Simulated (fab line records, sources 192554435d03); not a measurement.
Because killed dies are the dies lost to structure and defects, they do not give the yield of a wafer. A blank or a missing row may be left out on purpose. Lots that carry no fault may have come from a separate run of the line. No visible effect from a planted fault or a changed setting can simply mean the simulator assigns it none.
fab line records | flow n5_finfet
record: lots: 7 wafers: 39
route steps=1938 shown FIN_SAQP@96 DUMMY_GATE@228 SD_EPI_N@275
start_h: start of the lot's first displayed wafer, in hours after the record's first day | wait_h: hours elapsed since this lot's preceding step | " unchanged from the row above | L1.1+2: a single row standing in for several wafers | - value missing, or start not given | * or withheld: withheld | < > ~ a bound
route shown NAME@n: a module of which the file shows steps, and the number in the route of the first | usual: average and standard deviation across the fault-free wafers | same: alike in all rows | chamber/n: place in a boat | sites: per-site readings | _std_site: the standard deviation of these | _edge_site: mean of outer sites minus mean of inner sites | radius_mm: for every site, how far away it sits from the centre of the wafer | mask NAME#n: copy n | behind: the last tool/chamber to shape the wafer | hold: cause of the lot's hold/its duration in hours/its outcome | device: the transistor (n, p or np) that didn't switch | end of line: tests of these same wafers at the route's end | a step given without rows: its recipe and nothing more | killed: not the wafer's yield, but the dies lost to structure and defects at the first sort | map: shows each die of a wafer: x if killed, . if not, _ if none is there
set.NAME: the setting as run; set.NAME@STEP: as run at that earlier step | model.NAME: the simulator's own value behind a step, which no gauge read
lots run with intentionally changed settings; tables by step, rows by wafer
== steps ==
step: N5_FIN_SAQP_HM_DEP_03
recipe: material: SiNx target_thk_a: 380 temp_c: 400 precursor: SiH4/NH3/N2 pressure_torr: 1.5 rf_w: 300 time_s: 33.6
columns lot.wafer tool chamber start_h wait_h set.time_s model.SiNx_of_FIN_SAQP_HM_DEP_03.thk_nm
L080.1 pecvd-01 0 57.96 0.2 33.6 36.59
L080.2 " 2 " " 33.6 38.15
L080.3 " 1 " " 33.6 37.47
L080.4 " 1 " " 33.6 38.07
L080.5 " 0 " " 33.6 37.28
L080.6 " 2 " " 33.6 38.78
L084.1 pecvd-01 1 80.63 0.2 33.6 37.65
L084.2 " 2 " " 28.63 31.88
L084.3 " 0 " " 33.6 36.66
L084.4 " 2 " " 33.6 38.02
L084.5 " 0 " " 28.63 31.29
L084.6 " 1 " " 28.63 32.49
L085.1 pecvd-04 2 87.26 0.2 33.6 37.57
L085.2 " 1 " " 33.6 37.83
L085.3 " 0 " " 33.6 36.93
L085.4 " 0 " " 33.6 37.51
L085.5 " 1 " " 33.6 38.29
L085.6 " 2 " " 33.6 38.4
L090.1 pecvd-04 0 117.82 0.2 37.59 42.2
L090.2 " 1 " " 37.59 42.42
L090.3 " 2 " " 33.6 38.06
L090.4 " 0 " " 33.6 38.17
L090.5 " 2 " " 37.59 42.95
L090.6 " 1 " " 33.6 38.34
L091.1 pecvd-04 0 123.77 0.2 33.6 38.02
L091.2 " 1 " " 38.2 42.65
L091.3 " 2 " " 33.6 38.46
L091.4 " 0 " " 38.2 44.01
L091.5 " 1 " " 33.6 38.66
L091.6 " 2 " " 38.2 44.16
L095.1 pecvd-01 2 146.81 0.3 33.6 37.82
L095.2 " 0 " " 30.48 34.11
L095.3 " 1 " " 33.6 37.76
L095.4 " 2 " " 33.6 38.52
L095.5 " 0 " " 30.48 34.82
L095.6 " 1 " " 30.48 35.5
L096.2 pecvd-01 0 154.00 0.2 33.6 37.07
L096.5 " 2 " " 33.6 37.61
L096.6 " 1 " " 33.6 38.45
step: N5_FIN_SAQP_THK_MEAS_05
usual: thk_nm: 38.0/0.56
columns lot.wafer tool chamber start_h wait_h set.time_s@FIN_SAQP_HM_DEP_03 thk_nm
L080.1 film_metro-02 - 58.05 0.1 33.6 36.6
L080.2 " - " " 33.6 38.2
L080.3 " - " " 33.6 37.5
L080.4 " - " " 33.6 38.1
L080.5 " - " " 33.6 37.3
L080.6 " - " " 33.6 38.8
L084.1 film_metro-02 - 80.72 0.1 33.6 37.7
L084.2 " - " " 28.63 31.9
L084.3 " - " " 33.6 36.6
L084.4 " - " " 33.6 38.0
L084.5 " - " " 28.63 31.3
L084.6 " - " " 28.63 32.4
L085.1 film_metro-01 - 87.35 0.1 33.6 37.6
L085.2 " - " " 33.6 37.8
L085.3 " - " " 33.6 37.0
L085.4 " - " " 33.6 37.5
L085.5 " - " " 33.6 38.3
L085.6 " - " " 33.6 38.4
L090.1 film_metro-02 - 117.91 0.1 37.59 42.2
L090.2 " - " " 37.59 42.4
L090.3 " - " " 33.6 38.0
L090.4 " - " " 33.6 38.2
L090.5 " - " " 37.59 43.0
L090.6 " - " " 33.6 38.4
L091.1 film_metro-02 - 123.86 0.1 33.6 38.0
L091.2 " - " " 38.2 42.7
L091.3 " - " " 33.6 38.5
L091.4 " - " " 38.2 44.0
L091.5 " - " " 33.6 38.7
L091.6 " - " " 38.2 44.2
L095.1 film_metro-02 - 146.90 0.1 33.6 37.8
L095.2 " - " " 30.48 34.1
L095.3 " - " " 33.6 37.8
L095.4 " - " " 33.6 38.5
L095.5 " - " " 30.48 34.8
L095.6 " - " " 30.48 35.5
L096.2 film_metro-01 - 154.09 0.1 33.6 37.1
L096.5 " - " " 33.6 37.6
L096.6 " - " " 33.6 38.5
step: N5_FIN_SAQP_SPACER2_ALD_28
recipe: material: SiO2 target_thk_a: 81 temp_c: 300 ald_precursor_family: BDEAS ald_co_reactant: O2-plasma pulse_time_s: 1 purge_time_s: 2 co_reactant_purge_time_s: 2 pressure_torr: 2
columns lot.wafer tool chamber start_h wait_h set.temp_c
L080.1+2+3+4+5+6 ald_sin-03 3,2,1,0,1,0 62.41 0.1 300
L084.1+2+3 ald_sin-03 3,0,1 84.46 0.1 305
L084.4+5+6 " 2,2,3 " " 300
L085.1+3+5 ald_sin-02 2,3,3 91.63 0.6 314.2
L085.2+4+6 " 0,1,0 " " 300
L090.1+2+3+4+5+6 ald_sin-01 1,0,3,2,2,3 122.00 0.1 300
L091.1+4+6 ald_sin-01 3,2,2 128.23 0.1 286.7
L091.2+3+5 " 1,0,3 " " 300
L095.1+5+6 ald_sin-02 0,0,3 151.87 0.3 300
L095.2+3+4 " 2,1,3 " " 310.4
L096.2+5+6 ald_sin-03 2,2,1 158.40 0.1 300
step: N5_FIN_SAQP_SPACER2_ETCHBACK_29
recipe: chemistry: CHF3/O2 mode: anisotropic_etchback target: SiO2 target_depth_a: 122 time_s: 6.1 pressure_mtorr: 30 source_w: 650 bias_w: 170 Ar_flow_sccm: 200 CHF3_flow_sccm: 50 O2_flow_sccm: 5 ion_energy_ev: 200
step: N5_FIN_SAQP_MANDREL2_REMOVE_60
recipe: chemistry: HBr/Cl2/O2 bt_time_s: 10 target: a-Si stop_on: SiNx endpoint: OES-SiCl over_etch_frac: 1 icp_w: 600 bias_w: 22 HBr_flow_sccm: 150 Cl2_flow_sccm: 80 O2_flow_sccm: 5 pressure_mtorr: 10
step: N5_FIN_SAQP_HM_OPEN_33
recipe: chemistry: CH3F/O2 target: SiNx mask_material: SiO2 target_depth_a: 494 time_s: 70.6 pressure_mtorr: 30 source_w: 395 bias_w: 73 Ar_flow_sccm: 150 CH3F_flow_sccm: 30 O2_flow_sccm: 20 ion_energy_ev: 120 ends: cleared
usual: etch_rf_on_time_s: 68.5/1.6
columns lot.wafer tool chamber start_h wait_h set.time_s@FIN_SAQP_HM_DEP_03 etch_rf_on_time_s model.etch.depth_nm
L080.1 rie_diel-06 2 63.13 0.2 33.6 66.2 35.97
L080.2 " 1 " " 33.6 66.9 37.52
L080.3 " 3 " " 33.6 68.2 36.85
L080.4 " 0 " " 33.6 68.8 37.44
L080.5 " 0 " " 33.6 67.1 36.66
L080.6 " 1 " " 33.6 67.6 38.15
L084.1 rie_diel-04 2 85.06 0.0 33.6 67.3 37.03
L084.2 " 3 " " 28.63 56.4 31.25
L084.3 " 1 " " 33.6 67.5 36.03
L084.4 " 0 " " 33.6 69.6 37.4
L084.5 " 2 " " 28.63 55.2 30.66
L084.6 " 3 " " 28.63 57.7 31.86
L085.1 rie_diel-06 3 92.23 0.1 33.6 68.6 36.95
L085.2 " 2 " " 33.6 69.0 37.17
L085.3 " 1 " " 33.6 64.8 36.28
L085.4 " 0 " " 33.6 68.5 36.86
L085.5 " 2 " " 33.6 69.8 37.64
L085.6 " 1 " " 33.6 67.1 37.78
L090.1 rie_diel-04 1 122.57 0.0 37.59 79.0 41.37
L090.2 " 2 " " 37.59 75.7 41.5
L090.3 " 0 " " 33.6 70.4 37.43
L090.4 " 3 " " 33.6 68.7 37.45
L090.5 " 3 " " 37.59 77.9 42.12
L090.6 " 2 " " 33.6 68.9 37.71
L091.1 rie_diel-06 3 128.80 0.0 33.6 68.7 37.37
L091.2 " 0 " " 38.2 76.8 42.02
L091.3 " 1 " " 33.6 66.3 37.8
L091.4 " 2 " " 38.2 80.1 43.33
L091.5 " 2 " " 33.6 70.8 38.03
L091.6 " 3 " " 38.2 80.4 43.51
L095.1 rie_diel-06 3 152.44 0.0 33.6 68.7 37.19
L095.2 " 0 " " 30.48 62.4 33.48
L095.3 " 1 " " 33.6 66.3 37.13
L095.4 " 3 " " 33.6 70.7 37.89
L095.5 " 0 " " 30.48 63.5 34.19
L095.6 " 1 " " 30.48 61.6 34.87
L096.2 rie_diel-04 1 159.03 0.1 33.6 69.5 36.35
L096.5 " 1 " " 33.6 69.7 36.69
L096.6 " 2 " " 33.6 68.4 37.62
step: N5_FIN_SAQP_ETCH_34
recipe: chemistry: C4F6/O2 target: SiO2 target_depth_a: 450 time_s: 15 ion_energy_ev: 250 pressure_mtorr: 30 source_w: 345 bias_w: 185 Ar_flow_sccm: 300 C4F6_flow_sccm: 10 O2_flow_sccm: 10 ends: cleared
step: N5_FIN_SAQP_STRIP_77
recipe: chemistry: N2/H2 time_s: 90 power_w: 100 temp_c: 40 pressure_mtorr: 100 rf_frequency_hz: 6e+07 bias_power_w: 3 n2_flow_sccm: 300 h2_flow_sccm: 300
step: N5_FIN_SAQP_PRECLEAN_38
recipe: chemistry: O3/DIW time_s: 45 temp_c: 22 o3_ppm: 10
step: N5_FIN_SAQP_PRECLEAN_45
recipe: chemistry: dHF time_s: 10 dilution: 500:1 temp_c: 25
columns lot.wafer tool chamber start_h wait_h set.time_s@FIN_SAQP_HM_DEP_03 model.SiNx_of_FIN_SAQP_HM_DEP_03.thk_nm
L080.1 wet_bench-06 5 63.59 0.0 33.6 20
L080.2+4 " 6,1 " " 33.6 21.2
L080.3 " 7 " " 33.6 20.8
L080.5 " 4 " " 33.6 20.2
L080.6 " 0 " " 33.6 22.2
L084.1 wet_bench-04 5 85.52 0.0 33.6 21.2
L084.2 " 6 " " 28.63 15
L084.3 " 2 " " 33.6 19.6
L084.4 " 7 " " 33.6 20.6
L084.5 " 3 " " 28.63 14.8
L084.6 " 4 " " 28.63 15.4
L085.1 wet_bench-06 5 92.69 0.0 33.6 20.6
L085.2+3 " 6,0 " " 33.6 21
L085.4 " 3 " " 33.6 21.4
L085.5+6 " 4,7 " " 33.6 21.6
L090.1 wet_bench-06 0 123.03 0.0 37.59 25.2
L090.2 " 4 " " 37.59 25.4
L090.3 " 1 " " 33.6 21
L090.4 " 3 " " 33.6 21.4
L090.5 " 2 " " 37.59 26
L090.6 " 7 " " 33.6 21.2
L091.1+3 wet_bench-01 3,1 129.26 0.0 33.6 20.8
L091.2 " 0 " " 38.2 26.2
L091.4 " 4 " " 38.2 27
L091.5 " 2 " " 33.6 21
L091.6 " 7 " " 38.2 27.2
L095.1 wet_bench-01 0 152.90 0.0 33.6 20.4
L095.2 " 5 " " 30.48 17.8
L095.3 " 2 " " 33.6 21
L095.4 " 1 " " 33.6 21.6
L095.5 " 4 " " 30.48 18.4
L095.6 " 3 " " 30.48 18.6
L096.2 wet_bench-01 3 159.49 0.0 33.6 20.8
L096.5 " 7 " " 33.6 20.2
L096.6 " 0 " " 33.6 21.2
step: N5_DUMMY_GATE_EXPOSE_12
recipe: mask_id: GATE na: 0.33 source_shape: annular sigma_inner: 0.2 sigma_outer: 0.6 polarization: unpolarized target_cd_nm: 25 dose_mj: 34
columns lot.wafer tool chamber start_h wait_h mask set.dose_mj
L080.1+2+3+4+5+6 euv_scanner-02 0 84.78 - GATE#0 34
L084.1+4+5 euv_scanner-02 0 112.23 - GATE#0 34
L084.2+3+6 " 0 " " GATE#0 35.38
L085.1+3+4 euv_scanner-02 0 112.97 - GATE#0 31.76
L085.2+5+6 " 0 " " GATE#0 34
L090.1+5+6 euv_scanner-01 0 151.43 - GATE#0 33.22
L090.2+3+4 " 0 " " GATE#0 34
L091.1+3+6 euv_scanner-02 0 153.41 - GATE#0 34
L091.2+4+5 " 0 " " GATE#0 35.22
L095.1+2+3 euv_scanner-02 0 175.90 - GATE#0 34
L095.4+5+6 " 0 " " GATE#0 32.35
L096.2+5+6 euv_scanner-02 0 178.34 - GATE#0 34
step: N5_DUMMY_GATE_PEB_13
recipe: peb_temp_c: 100 peb_time_s: 60 resist: CAR-EUV
step: N5_DUMMY_GATE_DEVELOP_14
recipe: develop_time_s: 30 developer: TMAH resist: CAR-EUV rinse_liquid: surfactant_rinse dry: air_spin dev_temp_c: 23
step: N5_DUMMY_GATE_CD_MEAS_15
recipe: target_cd_nm: 25.8 landing_energy_ev: 500 detector: se_inlens
usual: cd_nm: 25.04/0.23
columns lot.wafer tool chamber start_h wait_h set.dose_mj@DUMMY_GATE_EXPOSE_12 cd_nm
L080.1 cd_sem-03 0 84.91 - 34 24.71
L080.2 " 0 " " 34 25.16
L080.3 " 0 " " 34 25.20
L080.4 " 0 " " 34 25.32
L080.5 " 0 " " 34 25.08
L080.6 " 0 " " 34 25.07
L084.1 cd_sem-01 0 112.35 - 34 25.04
L084.2 " 0 " " 35.38 24.15
L084.3 " 0 " " 35.38 24.01
L084.4 " 0 " " 34 25.12
L084.5 " 0 " " 34 25.04
L084.6 " 0 " " 35.38 23.90
L085.1 cd_sem-03 0 113.10 - 31.76 26.34
L085.2 " 0 " " 34 25.37
L085.3 " 0 " " 31.76 25.97
L085.4 " 0 " " 31.76 26.53
L085.5 " 0 " " 34 25.39
L085.6 " 0 " " 34 25.29
L090.1 cd_sem-02 0 151.56 - 33.22 25.28
L090.2 " 0 " " 34 25.02
L090.3 " 0 " " 34 25.25
L090.4 " 0 " " 34 24.80
L090.5 " 0 " " 33.22 25.40
L090.6 " 0 " " 33.22 25.44
L091.1 cd_sem-03 0 153.53 - 34 25.32
L091.2 " 0 " " 35.22 23.87
L091.3 " 0 " " 34 24.84
L091.4 " 0 " " 35.22 24.07
L091.5 " 0 " " 35.22 24.38
L091.6 " 0 " " 34 25.30
L095.1 cd_sem-01 0 176.03 - 34 25.14
L095.2 " 0 " " 34 25.23
L095.3 " 0 " " 34 24.73
L095.4 " 0 " " 32.35 25.44
L095.5 " 0 " " 32.35 25.98
L095.6 " 0 " " 32.35 25.81
L096.2 cd_sem-03 0 178.46 - 34 25.25
L096.5 " 0 " " 34 24.89
L096.6 " 0 " " 34 25.28
step: N5_DUMMY_GATE_ETCH_31
recipe: chemistry: C4F6/O2 target: SiO2 mask_material: SOC target_depth_a: 825 time_s: 27.5 ion_energy_ev: 250 pressure_mtorr: 30 source_w: 345 bias_w: 185 Ar_flow_sccm: 300 C4F6_flow_sccm: 10 O2_flow_sccm: 10
columns lot.wafer tool chamber start_h wait_h set.target_depth_a model.etch.depth_nm
L080.1 rie_diel-02 0 85.77 0.4 718.4 70.32
L080.2 " 2 " " 825 79.4
L080.3 " 3 " " 718.4 72.1
L080.4 " 1 " " 825 81.65
L080.5 " 0 " " 718.4 70.15
L080.6 " 1 " " 825 81.94
L084.1 rie_diel-03 1 113.25 0.1 825 81.27
L084.2 " 0 " " 825 83.04
L084.3 " 2 " " 825 83.5
L084.4 " 3 " " 825 80.53
L084.5 " 2 " " 825 82.82
L084.6 " 1 " " 825 81.23
L085.1 rie_diel-02 3 114.88 0.2 825 82.76
L085.2 " 2 " " 825 79.76
L085.3 " 1 " " 859.4 84.25
L085.4 " 0 " " 825 79.43
L085.5 " 0 " " 859.4 81.91
L085.6 " 3 " " 859.4 85.92
L090.1 rie_diel-02 1 152.12 0.0 825 81.42
L090.2 " 0 " " 825 79.64
L090.3 " 3 " " 825 83.55
L090.4 " 2 " " 724.5 70.86
L090.5 " 1 " " 724.5 71.74
L090.6 " 0 " " 724.5 70.37
L091.1 rie_diel-02 3 154.09 0.0 825 84.19
L091.2 " 1 " " 825 81.21
L091.3 " 0 " " 746.1 72.08
L091.4 " 2 " " 746.1 71.96
L091.5 " 1 " " 825 81.11
L091.6 " 2 " " 746.1 71.49
L095.1 rie_diel-02 1 177.24 0.3 825 79.68
L095.2 " 0 " " 825 83.55
L095.3 " 3 " " 825 82.82
L095.4 " 2 " " 825 78.88
L095.5 " 0 " " 825 82.54
L095.6 " 3 " " 825 83.43
L096.2 rie_diel-01 3 179.01 0.0 825 84.31
L096.5 " 3 " " 825 84.25
L096.6 " 2 " " 825 80.57
step: N5_SD_EPI_N_ETCH_35
recipe: chemistry: N2/H2 target: SOC overetch_a: 1080 mask_material: SiARC temp_c: 40 ion_energy_ev: 100 source_w: 3000 bias_w: 133 pressure_mtorr: 20 time_s: 486 n2_flow_sccm: 200 h2_flow_sccm: 200
columns lot.wafer tool chamber start_h wait_h set.time_s model.SiARC_of_SD_EPI_N_COAT_33.thk_nm
L080.1 rie_diel-04 1 89.47 0.0 424.2 22.2
L080.2+3 " 0,2 " " 486 19.6
L080.4+5 " 3 " " 424.2 21.4
L080.6 " 2 " " 486 19.4
L084.1+6 rie_diel-06 2 115.18 0.0 486 19.8
L084.2 " 1 " " 486 18.8
L084.3 " 3 " " 575.1 17.2
L084.4 " 0 " " 575.1 16.8
L084.5 " 3 " " 575.1 17
L085.1+3+4 rie_diel-06 2,0,3 116.79 0.0 486 19.6
L085.2 " 1 " " 486 18.8
L085.5 " 2 " " 486 19.8
L085.6 " 1 " " 486 18.6
L090.1 rie_diel-04 1 154.17 0.0 486 20.2
L090.2+6 " 0,3 " " 486 19.2
L090.3+4 " 3,2 " " 486 19
L090.5 " 0 " " 486 19.4
L091.1 rie_diel-06 1 157.81 0.1 570.9 16.2
L091.2 " 0 " " 570.9 17.4
L091.3 " 0 " " 570.9 17.6
L091.4+6 " 1 " " 486 19
L091.5 " 0 " " 486 20
L095.1 rie_diel-06 1 179.31 0.0 486 18.8
L095.2 " 2 " " 486 19.6
L095.3 " 3 " " 584.6 16.4
L095.4+5 " 0,3 " " 584.6 16.8
L095.6 " 0 " " 486 19.8
L096.2+5 rie_diel-04 3 181.03 0.0 486 19.4
L096.6 " 0 " " 486 19.2
== key ==
split: step: N5_FIN_SAQP_HM_DEP_03 setting: time_s stated: 33.6 by: wafer
response: step: N5_FIN_SAQP_HM_DEP_03 reading: model.SiNx_of_FIN_SAQP_HM_DEP_03.thk_nm change: +0.371 per: 1% r: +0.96
response: step: N5_FIN_SAQP_THK_MEAS_05 reading: thk_nm change: * per: 1% r: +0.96
response: step: N5_FIN_SAQP_HM_OPEN_33 reading: etch_rf_on_time_s change: * per: 1% r: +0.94
response: step: N5_FIN_SAQP_HM_OPEN_33 reading: model.etch.depth_nm change: +0.367 per: 1% r: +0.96
response: step: N5_FIN_SAQP_PRECLEAN_45 reading: model.SiNx_of_FIN_SAQP_HM_DEP_03.thk_nm change: +0.376 per: 1% r: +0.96
split: step: N5_FIN_SAQP_SPACER2_ALD_28 setting: temp_c stated: 300 by: wafer
response none clear
split: step: N5_DUMMY_GATE_EXPOSE_12 setting: dose_mj stated: 34 by: wafer
response: step: N5_DUMMY_GATE_CD_MEAS_15 reading: cd_nm change: -0.181 per: 1% r: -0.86
split: step: N5_DUMMY_GATE_ETCH_31 setting: target_depth_a stated: 825 by: wafer
response: step: N5_DUMMY_GATE_ETCH_31 reading: model.etch.depth_nm change: +0.878 per: 1% r: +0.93
split: step: N5_SD_EPI_N_ETCH_35 setting: time_s stated: 486 by: wafer
response: step: N5_SD_EPI_N_ETCH_35 reading: model.SiARC_of_SD_EPI_N_COAT_33.thk_nm change: -0.138 per: 1% r: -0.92
